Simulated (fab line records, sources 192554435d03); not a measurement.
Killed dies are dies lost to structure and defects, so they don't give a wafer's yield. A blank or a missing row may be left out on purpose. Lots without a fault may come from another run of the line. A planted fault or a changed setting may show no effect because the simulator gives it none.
Split-lot experiment | flow n5_finfet | 7 lots, 39 wafers read, on a route of 1938 steps

THE SPLIT
At N5_DUMMY_GATE_ETCH_44 (etches poly-Si in HBr/O2, stops on SiO2, target depth 127.5 nm), the setting target_depth_a was moved away from the recipe's 1275 angstrom on 12 of the 39 wafers read, by -56.8% to +34.4%. The other wafers ran this setting at the recipe's value.

The reading is taken at the split's own step.

THE READING
oes_product_au, in a.u., at N5_DUMMY_GATE_ETCH_44 (etches poly-Si in HBr/O2, stops on SiO2, target depth 127.5 nm). Fault-free wafers of this fab line usually give 0.729 a.u., standard deviation 0.012 a.u..

wafer  | tool, chamber at the split | target_depth_a as run, angstrom | against the recipe | oes_product_au, a.u. | against lot-mates on the recipe
L076.1 | rie_si-05, 1               | 1275                            | recipe             | 0.710                | -
L076.2 | rie_si-05, 0               | 1275                            | recipe             | 0.709                | -
L076.3 | rie_si-05, 2               | 1275                            | recipe             | 0.715                | -
L076.4 | rie_si-05, 3               | 551.3                           | -56.8%             | 0.993                | +0.282
L076.5 | rie_si-05, 1               | 551.3                           | -56.8%             | 0.977                | +0.266
L076.6 | rie_si-05, 2               | 551.3                           | -56.8%             | 0.988                | +0.277
L077.2 | rie_si-01, 3               | 1275                            | recipe             | 0.713                | -
L077.3 | rie_si-01, 2               | 1275                            | recipe             | 0.717                | -
L077.6 | rie_si-01, 1               | 1275                            | recipe             | 0.753                | -
L083.1 | rie_si-02, 1               | 1275                            | recipe             | 0.736                | -
L083.2 | rie_si-02, 3               | 1275                            | recipe             | 0.745                | -
L083.3 | rie_si-02, 0               | 852.4                           | -33.1%             | 0.935                | +0.197
L083.4 | rie_si-02, 2               | 1275                            | recipe             | 0.733                | -
L083.5 | rie_si-02, 1               | 852.4                           | -33.1%             | 0.929                | +0.191
L083.6 | rie_si-02, 2               | 852.4                           | -33.1%             | 0.908                | +0.170
L085.1 | rie_si-02, 2               | 1275                            | recipe             | 0.744                | -
L085.2 | rie_si-02, 0               | 1275                            | recipe             | 0.748                | -
L085.3 | rie_si-02, 3               | 1570                            | +23.1%             | 0.670                | -0.069
L085.4 | rie_si-02, 1               | 1570                            | +23.1%             | 0.684                | -0.055
L085.5 | rie_si-02, 3               | 1570                            | +23.1%             | 0.677                | -0.062
L085.6 | rie_si-02, 0               | 1275                            | recipe             | 0.726                | -
L090.1 | rie_si-01, 2               | 1275                            | recipe             | 0.701                | -
L090.2 | rie_si-01, 1               | 1275                            | recipe             | 0.729                | -
L090.3 | rie_si-01, 3               | 1275                            | recipe             | 0.713                | -
L090.4 | rie_si-01, 0               | 1275                            | recipe             | 0.721                | -
L090.5 | rie_si-01, 1               | 1275                            | recipe             | 0.743                | -
L090.6 | rie_si-01, 2               | 1275                            | recipe             | 0.720                | -
L091.1 | rie_si-02, 3               | 1275                            | recipe             | 0.742                | -
L091.2 | rie_si-02, 2               | 1275                            | recipe             | 0.728                | -
L091.3 | rie_si-02, 0               | 1713                            | +34.4%             | 0.626                | -0.109
L091.4 | rie_si-02, 1               | 1713                            | +34.4%             | 0.639                | -0.096
L091.5 | rie_si-02, 2               | 1275                            | recipe             | 0.736                | -
L091.6 | rie_si-02, 3               | 1713                            | +34.4%             | 0.645                | -0.090
L096.1 | rie_si-02, 1               | 1275                            | recipe             | 0.748                | -
L096.2 | rie_si-02, 3               | 1275                            | recipe             | 0.743                | -
L096.3 | rie_si-02, 0               | 1275                            | recipe             | 0.723                | -
L096.4 | rie_si-02, 2               | 1275                            | recipe             | 0.743                | -
L096.5 | rie_si-02, 0               | 1275                            | recipe             | 0.733                | -
L096.6 | rie_si-02, 1               | 1275                            | recipe             | 0.726                | -

THE FIT
A straight line over all 39 wafers: oes_product_au changes by -0.00414 a.u. for each +1% of target_depth_a; r = -0.96; the points scatter about the line by 0.025 a.u..
The same after taking each lot's own level away (the mean of its wafers on the recipe; 39 wafers): -0.00434 a.u. for each +1%; r = -0.97; scatter 0.022 a.u..
On that fit, the largest move of target_depth_a shifts the reading by 0.25 a.u..
The lots' own levels span 0.7113 to 0.7393 a.u., that is 2.3 times the standard deviation above.
So the lot-to-lot level changes the slope little: the two slopes agree.
Check: with one of the wafers moved furthest among these (-56.8%) left out of the fit, the line predicts +0.253 a.u. for it against its lot-mates. It came out at +0.282 a.u. against them.
Tool readings at the split's step, against how far the setting was moved: oes_product_au r = -0.96.

OTHER SPLITS ON THESE WAFERS
These wafers also went through other splits before the reading. Each is held against what the fit with the lots' levels taken away leaves over:
other split on the same wafers          | wafers away from the commonest value | r with oes_product_au (lot level and that fit taken away)
N5_FIN_SAQP_SPACER2_ALD_28 target_thk_a | 15                                   | -0.16

THE FILE'S OWN FIT
oes_product_au changes by -0.00441 a.u. for each +1% of target_depth_a, r = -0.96.
